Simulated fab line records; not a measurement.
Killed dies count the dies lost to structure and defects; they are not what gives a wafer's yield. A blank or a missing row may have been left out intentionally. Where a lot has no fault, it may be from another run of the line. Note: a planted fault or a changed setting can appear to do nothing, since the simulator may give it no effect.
The tool behind it: which one? + flow nand_harc + 24 lots, 72 wafers sampled, at 6 steps of a route of 1159

## WHAT EACH GAUGE READ, for each wafer
The record lacks any reading of a measuring or inspecting step that a usual standard deviation could be used to judge.

## TOOL THAT RAN EACH LOT (tool first, then ch and the chambers of the sampled wafers, then the start)
| lot  | NHARC_A_STAIRCASE_TRIM_22                     | NHARC_A_STAIRCASE_ETCH_23                     | NHARC_A_STAIRCASE_TRIM_220         | NHARC_A_STAIRCASE_ETCH_227     | NHARC_A_STAIRCASE_TRIM_233     | NHARC_A_STAIRCASE_ETCH_236     |
|------|-----------------------------------------------|-----------------------------------------------|------------------------------------|--------------------------------|--------------------------------|--------------------------------|
| L076 | rie_diel-08 ch 0,1,2, day 11 20:29 or earlier | rie_diel-08 ch 1,2, day 11 20:29 or earlier   | rie_diel-08 ch 1,2,3, day 11 20:29 | rie_diel-08 ch 0,2,3, no start | rie_diel-01 ch 0,1,2, no start | rie_diel-01 ch 1,2, no start   |
| L074 | rie_diel-01 ch 0,2,3, day 11 21:37 or earlier | rie_diel-01 ch 0,1,3, day 11 21:37 or earlier | rie_diel-08 ch 1,2,3, day 11 21:37 | rie_diel-08 ch 0,1,2, no start | rie_diel-08 ch 0,2,3, no start | rie_diel-08 ch 0,1,2, no start |
| L075 | rie_diel-07 ch 0,1,2, day 11 23:01 or earlier | rie_diel-07 ch 0,1,2, day 11 23:01 or earlier | rie_diel-01 ch 0,1,2, day 11 23:01 | rie_diel-01 ch 1,2, no start   | rie_diel-08 ch 0,3, no start   | rie_diel-08 ch 0,3, no start   |
| L079 | rie_diel-08 ch 0,1,3, day 12 05:19 or earlier | rie_diel-08 ch 0,1, day 12 05:19 or earlier   | rie_diel-08 ch 1,3, day 12 05:19   | rie_diel-08 ch 0,1,3, no start | rie_diel-01 ch 0,1,2, no start | rie_diel-01 ch 0,3, no start   |
| L077 | rie_diel-01 ch 0,1, day 12 06:02 or earlier   | rie_diel-01 ch 1,2,3, day 12 06:02 or earlier | rie_diel-01 ch 1,2,3, day 12 06:02 | rie_diel-01 ch 0,1,2, no start | rie_diel-08 ch 0,1, no start   | rie_diel-08 ch 1,2,3, no start |
| L078 | rie_diel-07 ch 0,2,3, day 12 07:12 or earlier | rie_diel-07 ch 0,2,3, day 12 07:12 or earlier | rie_diel-08 ch 0,1,3, day 12 07:12 | rie_diel-08 ch 0,1,3, no start | rie_diel-08 ch 1,2,3, no start | rie_diel-08 ch 1,2,3, no start |
| L080 | rie_diel-01 ch 0,2,3, day 12 12:36 or earlier | rie_diel-01 ch 0,2, day 12 12:36 or earlier   | rie_diel-08 ch 0,1,2, day 12 12:36 | rie_diel-08 ch 0,1,3, no start | rie_diel-07 ch 0,1,3, no start | rie_diel-07 ch 0,3, no start   |
| L081 | rie_diel-07 ch 2,3, day 12 12:25 or earlier   | rie_diel-07 ch 0,2, day 12 12:25 or earlier   | rie_diel-07 ch 1,2,3, day 12 12:25 | rie_diel-07 ch 1,2,3, no start | rie_diel-08 ch 1,3, no start   | rie_diel-08 ch 1,2,3, no start |
| L082 | rie_diel-08 ch 0,3, day 13 19:05 or earlier   | rie_diel-08 ch 0,1,2, day 13 19:05 or earlier | rie_diel-07 ch 1,2,3, day 13 19:05 | rie_diel-07 ch 1,2, no start   | rie_diel-01 ch 0,2, no start   | rie_diel-01 ch 1,2,3, no start |
| L084 | rie_diel-01 ch 0,1,3, day 13 19:28 or earlier | rie_diel-01 ch 0,2,3, day 13 19:28 or earlier | rie_diel-07 ch 0,2,3, day 13 19:28 | rie_diel-07 ch 1,3, no start   | rie_diel-07 ch 0,2,3, no start | rie_diel-07 ch 0,2,3, no start |
| L083 | rie_diel-07 ch 1,2,3, day 14 01:20 or earlier | rie_diel-07 ch 0,1,3, day 14 01:20 or earlier | rie_diel-08 ch 0,1,2, day 14 01:20 | rie_diel-08 ch 0,2,3, no start | rie_diel-08 ch 1,3, no start   | rie_diel-08 ch 1,2,3, no start |
| L086 | rie_diel-07 ch 1,2, day 14 03:48 or earlier   | rie_diel-07 ch 1,2, day 14 03:48 or earlier   | rie_diel-07 ch 0,1,2, day 14 03:48 | rie_diel-07 ch 1,2, no start   | rie_diel-07 ch 0,1,3, no start | rie_diel-07 ch 0,1, no start   |
| L088 | rie_diel-07 ch 0,2, day 14 04:56 or earlier   | rie_diel-07 ch 1,2,3, day 14 04:56 or earlier | rie_diel-07 ch 1,2,3, day 14 04:56 | rie_diel-07 ch 1,2, no start   | rie_diel-07 ch 1,3, no start   | rie_diel-07 ch 1,2,3, no start |
| L085 | rie_diel-07 ch 0,1,3, day 14 10:59 or earlier | rie_diel-07 ch 0,1,3, day 14 10:59 or earlier | rie_diel-08 ch 0,1,3, day 14 10:59 | rie_diel-08 ch 1,3, no start   | rie_diel-01 ch 1,2,3, no start | rie_diel-01 ch 2,3, no start   |
| L087 | rie_diel-07 ch 2,3, day 15 01:14 or earlier   | rie_diel-07 ch 1,3, day 15 01:14 or earlier   | rie_diel-01 ch 0,2,3, day 15 01:14 | rie_diel-01 ch 0,1,2, no start | rie_diel-01 ch 0,1,2, no start | rie_diel-01 ch 0,1,2, no start |
| L089 | rie_diel-07 ch 1,2, day 15 00:37 or earlier   | rie_diel-07 ch 1,3, day 15 00:37 or earlier   | rie_diel-08 ch 0,1,3, day 15 00:37 | rie_diel-08 ch 0,3, no start   | rie_diel-08 ch 0,1,3, no start | rie_diel-08 ch 1,2,3, no start |
| L090 | rie_diel-08 ch 0,3, day 15 10:30 or earlier   | rie_diel-08 ch 0,3, day 15 10:30 or earlier   | rie_diel-07 ch 0,2,3, day 15 10:30 | rie_diel-07 ch 1,2,3, no start | rie_diel-01 ch 1,2,3, no start | rie_diel-01 ch 1,2, no start   |
| L091 | rie_diel-01 ch 1,2,3, day 15 21:41 or earlier | rie_diel-01 ch 0,1,3, day 15 21:41 or earlier | rie_diel-01 ch 0,2,3, day 15 21:41 | rie_diel-01 ch 1,2,3, no start | rie_diel-08 ch 0,2, no start   | rie_diel-08 ch 2,3, no start   |
| L092 | rie_diel-01 ch 2,3, day 15 21:55 or earlier   | rie_diel-01 ch 2,3, day 15 21:55 or earlier   | rie_diel-07 ch 0,1,3, day 15 21:55 | rie_diel-07 ch 1,2,3, no start | rie_diel-01 ch 0,1, no start   | rie_diel-01 ch 1,2,3, no start |
| L094 | rie_diel-07 ch 0,3, day 16 01:04 or earlier   | rie_diel-07 ch 0,3, day 16 01:04 or earlier   | rie_diel-01 ch 0,1,3, day 16 01:04 | rie_diel-01 ch 0,1, no start   | rie_diel-01 ch 0,3, no start   | rie_diel-01 ch 1,2,3, no start |
| L093 | rie_diel-07 ch 0,2,3, day 16 01:13 or earlier | rie_diel-07 ch 0,2,3, day 16 01:13 or earlier | rie_diel-08 ch 0,2,3, day 16 01:13 | rie_diel-08 ch 0,3, no start   | rie_diel-07 ch 0,1,2, no start | rie_diel-07 ch 0,1,3, no start |
| L095 | rie_diel-08 ch 0,1,3, day 16 17:07 or earlier | rie_diel-08 ch 1,2,3, day 16 17:07 or earlier | rie_diel-08 ch 1,2,3, day 16 17:07 | rie_diel-08 ch 0,2,3, no start | rie_diel-08 ch 0,2,3, no start | rie_diel-08 ch 1,2,3, no start |
| L096 | rie_diel-07 ch 0,1,3, day 16 22:44 or earlier | rie_diel-07 ch 1,2,3, day 16 22:44 or earlier | rie_diel-01 ch 0,1,3, day 16 22:44 | rie_diel-01 ch 2,3, no start   | rie_diel-08 ch 0,1,2, no start | rie_diel-08 ch 0,1, no start   |
| L097 | rie_diel-07 ch 0,1,3, day 17 00:46 or earlier | rie_diel-07 ch 1,2,3, day 17 00:46 or earlier | rie_diel-01 ch 0,1,2, day 17 00:46 | rie_diel-01 ch 0,1,2, no start | rie_diel-01 ch 0,2,3, no start | rie_diel-01 ch 0,3, no start   |
- NHARC_A_STAIRCASE_TRIM_22: chemistry O2, time 211.2 s.
- NHARC_A_STAIRCASE_ETCH_23: etches the open film in C4F8/O2, target depth 100 nm, time 40.5 s.
- NHARC_A_STAIRCASE_TRIM_220: chemistry O2, time 211.2 s.
- NHARC_A_STAIRCASE_ETCH_227: etches the open film in C4F8/O2, target depth 100 nm, time 40.5 s.
- NHARC_A_STAIRCASE_TRIM_233: chemistry O2, time 211.2 s.
- NHARC_A_STAIRCASE_ETCH_236: etches the open film in C4F8/O2, target depth 100 nm, time 40.5 s.

## AS READ BY THE TOOLS THEMSELVES (means over the sampled wafers that have a number; for cases with no such wafer, the mark the record gives instead)
NHARC_A_STAIRCASE_TRIM_22. Usual: drypump_motor_current_A 5.7 A, standard deviation 0.38; oes_product_au 1.004 a.u., standard deviation 0.0087; rf_vpp_V 57.7 V, standard deviation 0.94; showerhead_plenum_p_Torr 3.49 Torr, standard deviation 0.13; throttle_valve_pct 17.035 %, standard deviation 0.0079.
| lot  | tool        | drypump_motor_current_A (A) | oes_product_au (a.u.) | rf_vpp_V (V) | showerhead_plenum_p_Torr (Torr) | throttle_valve_pct (%) | flag |
|------|-------------|-----------------------------|-----------------------|--------------|---------------------------------|------------------------|------|
| L076 | rie_diel-08 | 5.8                         | 0.998                 | 57.6         | 3.41                            | 17.040                 |      |
| L074 | rie_diel-01 | 6.1                         | 0.998                 | 58.6         | 3.47                            | 17.031                 |      |
| L075 | rie_diel-07 | 5.8                         | 1.005                 | 57.7         | 3.61                            | 17.036                 |      |
| L079 | rie_diel-08 | 5.6                         | 1.010                 | 56.1         | 3.39                            | 17.039                 |      |
| L077 | rie_diel-01 | 5.6                         | 1.011                 | 58.1         | 3.34                            | 17.037                 |      |
| L078 | rie_diel-07 | 5.7                         | 1.006                 | 56.9         | 3.61                            | 17.038                 |      |
| L080 | rie_diel-01 | 6.0                         | 1.004                 | 57.8         | 3.47                            | 17.035                 |      |
| L081 | rie_diel-07 | 5.5                         | 1.004                 | 57.4         | 3.52                            | 17.037                 |      |
| L082 | rie_diel-08 | 5.7                         | 1.016                 | 58.2         | 3.33                            | 17.039                 |      |
| L084 | rie_diel-01 | 5.7                         | 1.006                 | 57.6         | 3.37                            | 17.037                 |      |
| L083 | rie_diel-07 | 5.6                         | 1.005                 | 57.3         | 3.51                            | 17.035                 |      |
| L086 | rie_diel-07 | 5.7                         | 1.015                 | 57.2         | 3.52                            | 17.042                 |      |
| L088 | rie_diel-07 | 5.9                         | 1.009                 | 58.1         | 3.62                            | 17.033                 |      |
| L085 | rie_diel-07 | 5.6                         | 1.011                 | 58.0         | 3.58                            | 17.031                 |      |
| L087 | rie_diel-07 | 5.8                         | 1.003                 | 57.6         | 3.53                            | 17.037                 |      |
| L089 | rie_diel-07 | 5.7                         | 1.001                 | 58.1         | 3.51                            | 17.041                 |      |
| L090 | rie_diel-08 | 5.7                         | 0.997                 | 58.3         | 3.32                            | 17.038                 |      |
| L091 | rie_diel-01 | 5.5                         | 0.998                 | 57.7         | 3.47                            | 17.034                 |      |
| L092 | rie_diel-01 | 5.8                         | 1.002                 | 57.7         | 3.56                            | 17.032                 |      |
| L094 | rie_diel-07 | 5.6                         | 1.005                 | 57.1         | 3.66                            | 17.031                 |      |
| L093 | rie_diel-07 | 5.7                         | 1.001                 | 57.6         | 3.59                            | 17.041                 |      |
| L095 | rie_diel-08 | 5.6                         | 1.007                 | 57.4         | 3.37                            | 17.037                 |      |
| L096 | rie_diel-07 | 5.6                         | 1.006                 | 58.0         | 3.56                            | 17.028                 |      |
| L097 | rie_diel-07 | 5.6                         | 1.002                 | 58.8         | 3.56                            | 17.043                 |      |

NHARC_A_STAIRCASE_ETCH_23. Usual: oes_product_au 0.945 a.u., standard deviation 0.014; rf_vpp_V 895 V, standard deviation 4.7.
| lot  | tool        | oes_product_au (a.u.) | rf_vpp_V (V) | flag |
|------|-------------|-----------------------|--------------|------|
| L076 | rie_diel-08 | 0.946                 | 892          |      |
| L074 | rie_diel-01 | 0.970                 | 890          |      |
| L075 | rie_diel-07 | 0.971                 | 900          |      |
| L079 | rie_diel-08 | 0.943                 | 893          |      |
| L077 | rie_diel-01 | 0.941                 | 894          |      |
| L078 | rie_diel-07 | 0.936                 | 899          |      |
| L080 | rie_diel-01 | 0.945                 | 896          |      |
| L081 | rie_diel-07 | 0.945                 | 902          |      |
| L082 | rie_diel-08 | 0.961                 | 891          |      |
| L084 | rie_diel-01 | 0.929                 | 893          |      |
| L083 | rie_diel-07 | 0.943                 | 898          |      |
| L086 | rie_diel-07 | 0.944                 | 897          |      |
| L088 | rie_diel-07 | 0.933                 | 896          |      |
| L085 | rie_diel-07 | 0.940                 | 898          |      |
| L087 | rie_diel-07 | 0.934                 | 894          |      |
| L089 | rie_diel-07 | 0.934                 | 895          |      |
| L090 | rie_diel-08 | 0.941                 | 889          |      |
| L091 | rie_diel-01 | 0.929                 | 891          |      |
| L092 | rie_diel-01 | 0.932                 | 897          |      |
| L094 | rie_diel-07 | 0.935                 | 898          |      |
| L093 | rie_diel-07 | 0.945                 | 899          |      |
| L095 | rie_diel-08 | 0.934                 | 891          |      |
| L096 | rie_diel-07 | 0.956                 | 894          |      |
| L097 | rie_diel-07 | 0.958                 | 895          |      |

NHARC_A_STAIRCASE_TRIM_220. Usual: drypump_motor_current_A 5.7 A, standard deviation 0.41; oes_product_au 1.002 a.u., standard deviation 0.0084; rf_vpp_V 57.6 V, standard deviation 0.84; showerhead_plenum_p_Torr 3.44 Torr, standard deviation 0.13; throttle_valve_pct 17.037 %, standard deviation 0.0091.
| lot  | tool        | drypump_motor_current_A (A) | oes_product_au (a.u.) | rf_vpp_V (V) | showerhead_plenum_p_Torr (Torr) | throttle_valve_pct (%) | flag |
|------|-------------|-----------------------------|-----------------------|--------------|---------------------------------|------------------------|------|
| L076 | rie_diel-08 | 5.7                         | 1.001                 | 57.1         | 3.40                            | 17.037                 |      |
| L074 | rie_diel-08 | 5.7                         | 0.995                 | 57.6         | 3.40                            | 17.037                 |      |
| L075 | rie_diel-01 | 5.9                         | 1.007                 | 58.1         | 3.43                            | 17.033                 |      |
| L079 | rie_diel-08 | 5.6                         | 1.007                 | 57.7         | 3.38                            | 17.042                 |      |
| L077 | rie_diel-01 | 5.5                         | 1.003                 | 58.3         | 3.48                            | 17.033                 |      |
| L078 | rie_diel-08 | 5.6                         | 1.008                 | 58.1         | 3.38                            | 17.032                 |      |
| L080 | rie_diel-08 | 5.7                         | 0.999                 | 57.5         | 3.40                            | 17.037                 |      |
| L081 | rie_diel-07 | 5.6                         | 1.005                 | 58.4         | 3.52                            | 17.030                 |      |
| L082 | rie_diel-07 | 5.6                         | 0.992                 | 57.5         | 3.51                            | 17.037                 |      |
| L084 | rie_diel-07 | 5.7                         | 1.008                 | 57.8         | 3.60                            | 17.043                 |      |
| L083 | rie_diel-08 | 5.8                         | 0.996                 | 57.2         | 3.40                            | 17.036                 |      |
| L086 | rie_diel-07 | 5.8                         | 1.008                 | 58.2         | 3.60                            | 17.034                 |      |
| L088 | rie_diel-07 | 5.6                         | 1.007                 | 57.8         | 3.51                            | 17.037                 |      |
| L085 | rie_diel-08 | 5.6                         | 0.998                 | 57.8         | 3.37                            | 17.034                 |      |
| L087 | rie_diel-01 | 6.0                         | 0.996                 | 57.9         | 3.46                            | 17.036                 |      |
| L089 | rie_diel-08 | 5.6                         | 0.990                 | 57.3         | 3.37                            | 17.036                 |      |
| L090 | rie_diel-07 | 5.7                         | 1.001                 | 58.4         | 3.59                            | 17.042                 |      |
| L091 | rie_diel-01 | 6.0                         | 1.000                 | 58.0         | 3.45                            | 17.042                 |      |
| L092 | rie_diel-07 | 5.6                         | 1.008                 | 57.5         | 3.57                            | 17.041                 |      |
| L094 | rie_diel-01 | 5.7                         | 0.999                 | 57.8         | 3.36                            | 17.039                 |      |
| L093 | rie_diel-08 | 5.8                         | 1.004                 | 57.4         | 3.33                            | 17.034                 |      |
| L095 | rie_diel-08 | 5.7                         | 0.995                 | 57.9         | 3.38                            | 17.041                 |      |
| L096 | rie_diel-01 | 5.7                         | 0.997                 | 57.0         | 3.36                            | 17.042                 |      |
| L097 | rie_diel-01 | 5.9                         | 1.001                 | 57.1         | 3.41                            | 17.029                 |      |

NHARC_A_STAIRCASE_ETCH_227. Usual: oes_product_au 0.944 a.u., standard deviation 0.0098; rf_vpp_V 892 V, standard deviation 4.7.
| lot  | tool        | oes_product_au (a.u.) | rf_vpp_V (V) | flag |
|------|-------------|-----------------------|--------------|------|
| L076 | rie_diel-08 | 0.941                 | 889          |      |
| L074 | rie_diel-08 | 0.952                 | 891          |      |
| L075 | rie_diel-01 | 0.942                 | 894          |      |
| L079 | rie_diel-08 | 0.934                 | 891          |      |
| L077 | rie_diel-01 | 0.936                 | 892          |      |
| L078 | rie_diel-08 | 0.947                 | 891          |      |
| L080 | rie_diel-08 | 0.946                 | 890          |      |
| L081 | rie_diel-07 | 0.944                 | 896          |      |
| L082 | rie_diel-07 | 0.943                 | 895          |      |
| L084 | rie_diel-07 | 0.939                 | 894          |      |
| L083 | rie_diel-08 | 0.949                 | 889          |      |
| L086 | rie_diel-07 | 0.942                 | 894          |      |
| L088 | rie_diel-07 | 0.937                 | 896          |      |
| L085 | rie_diel-08 | 0.940                 | 890          |      |
| L087 | rie_diel-01 | 0.958                 | 891          |      |
| L089 | rie_diel-08 | 0.943                 | 888          |      |
| L090 | rie_diel-07 | 0.955                 | 895          |      |
| L091 | rie_diel-01 | 0.945                 | 894          |      |
| L092 | rie_diel-07 | 0.943                 | 896          |      |
| L094 | rie_diel-01 | 0.955                 | 889          |      |
| L093 | rie_diel-08 | 0.958                 | 888          |      |
| L095 | rie_diel-08 | 0.944                 | 888          |      |
| L096 | rie_diel-01 | 0.943                 | 897          |      |
| L097 | rie_diel-01 | 0.942                 | 892          |      |

NHARC_A_STAIRCASE_TRIM_233. Usual: drypump_motor_current_A 5.7 A, standard deviation 0.43; oes_product_au 1.003 a.u., standard deviation 0.0091; rf_vpp_V 57.5 V, standard deviation 0.84; showerhead_plenum_p_Torr 3.43 Torr, standard deviation 0.12; throttle_valve_pct 17.036 %, standard deviation 0.008.
| lot  | tool        | drypump_motor_current_A (A) | oes_product_au (a.u.) | rf_vpp_V (V) | showerhead_plenum_p_Torr (Torr) | throttle_valve_pct (%) | flag |
|------|-------------|-----------------------------|-----------------------|--------------|---------------------------------|------------------------|------|
| L076 | rie_diel-01 | 6.0                         | 1.006                 | 57.4         | 3.43                            | 17.036                 |      |
| L074 | rie_diel-08 | 5.8                         | 1.006                 | 57.6         | 3.35                            | 17.040                 |      |
| L075 | rie_diel-08 | 5.6                         | 1.011                 | 56.9         | 3.33                            | 17.039                 |      |
| L079 | rie_diel-01 | 5.9                         | 0.997                 | 58.4         | 3.43                            | 17.040                 |      |
| L077 | rie_diel-08 | 5.6                         | 1.003                 | 58.2         | 3.44                            | 17.040                 |      |
| L078 | rie_diel-08 | 5.7                         | 0.995                 | 57.2         | 3.40                            | 17.035                 |      |
| L080 | rie_diel-07 | 5.6                         | 1.011                 | 57.7         | 3.59                            | 17.037                 |      |
| L081 | rie_diel-08 | 5.6                         | 1.008                 | 57.5         | 3.38                            | 17.037                 |      |
| L082 | rie_diel-01 | 6.5                         | 1.005                 | 57.6         | 3.41                            | 17.034                 |      |
| L084 | rie_diel-07 | 5.7                         | 1.008                 | 58.1         | 3.60                            | 17.033                 |      |
| L083 | rie_diel-08 | 5.5                         | 1.002                 | 56.9         | 3.38                            | 17.039                 |      |
| L086 | rie_diel-07 | 5.6                         | 1.005                 | 57.9         | 3.58                            | 17.036                 |      |
| L088 | rie_diel-07 | 5.4                         | 1.000                 | 57.4         | 3.49                            | 17.035                 |      |
| L085 | rie_diel-01 | 5.5                         | 0.994                 | 57.6         | 3.47                            | 17.027                 |      |
| L087 | rie_diel-01 | 6.0                         | 1.006                 | 57.2         | 3.42                            | 17.040                 |      |
| L089 | rie_diel-08 | 5.6                         | 0.994                 | 57.1         | 3.37                            | 17.039                 |      |
| L090 | rie_diel-01 | 5.5                         | 0.995                 | 57.7         | 3.47                            | 17.042                 |      |
| L091 | rie_diel-08 | 5.9                         | 0.996                 | 58.3         | 3.35                            | 17.040                 |      |
| L092 | rie_diel-01 | 5.6                         | 1.010                 | 57.3         | 3.32                            | 17.042                 |      |
| L094 | rie_diel-01 | 5.8                         | 1.002                 | 57.8         | 3.40                            | 17.030                 |      |
| L093 | rie_diel-07 | 5.8                         | 1.012                 | 56.9         | 3.59                            | 17.040                 |      |
| L095 | rie_diel-08 | 5.8                         | 0.997                 | 57.6         | 3.33                            | 17.028                 |      |
| L096 | rie_diel-08 | 5.7                         | 1.002                 | 57.5         | 3.38                            | 17.036                 |      |
| L097 | rie_diel-01 | 6.0                         | 1.003                 | 57.7         | 3.45                            | 17.038                 |      |

NHARC_A_STAIRCASE_ETCH_236. Usual: oes_product_au 0.943 a.u., standard deviation 0.012; rf_vpp_V 893 V, standard deviation 4.4.
| lot  | tool        | oes_product_au (a.u.) | rf_vpp_V (V) | flag |
|------|-------------|-----------------------|--------------|------|
| L076 | rie_diel-01 | 0.959                 | 893          |      |
| L074 | rie_diel-08 | 0.949                 | 892          |      |
| L075 | rie_diel-08 | 0.936                 | 889          |      |
| L079 | rie_diel-01 | 0.938                 | 890          |      |
| L077 | rie_diel-08 | 0.929                 | 892          |      |
| L078 | rie_diel-08 | 0.928                 | 892          |      |
| L080 | rie_diel-07 | 0.951                 | 900          |      |
| L081 | rie_diel-08 | 0.946                 | 892          |      |
| L082 | rie_diel-01 | 0.937                 | 894          |      |
| L084 | rie_diel-07 | 0.931                 | 899          |      |
| L083 | rie_diel-08 | 0.943                 | 891          |      |
| L086 | rie_diel-07 | 0.955                 | 897          |      |
| L088 | rie_diel-07 | 0.927                 | 895          |      |
| L085 | rie_diel-01 | 0.947                 | 895          |      |
| L087 | rie_diel-01 | 0.934                 | 892          |      |
| L089 | rie_diel-08 | 0.945                 | 891          |      |
| L090 | rie_diel-01 | 0.945                 | 896          |      |
| L091 | rie_diel-08 | 0.942                 | 888          |      |
| L092 | rie_diel-01 | 0.940                 | 894          |      |
| L094 | rie_diel-01 | 0.941                 | 893          |      |
| L093 | rie_diel-07 | 0.954                 | 897          |      |
| L095 | rie_diel-08 | 0.930                 | 891          |      |
| L096 | rie_diel-08 | 0.947                 | 892          |      |
| L097 | rie_diel-01 | 0.937                 | 892          |      |

## THE ANSWER, worked out from the rows above alone
Rule: take the mean of a lot's wafers that have a number; if it is more than 3 standard deviations from the usual mean, the lot is off. A lot without any number at a reading at which 4 lots or more have one is off too. The other lots that the step has rows for count as sound. Order of review: gauges by route order, followed by the tools' own readings, for which a lot's mean as printed above is used. The first step at which some lot is off is used, and at that step the reading that is off furthest; a lot without a number counts as furthest.
No lot is off at any reading shown: from this, nothing can be told.

## WHAT WAS PUT IN BY THE SIMULATOR
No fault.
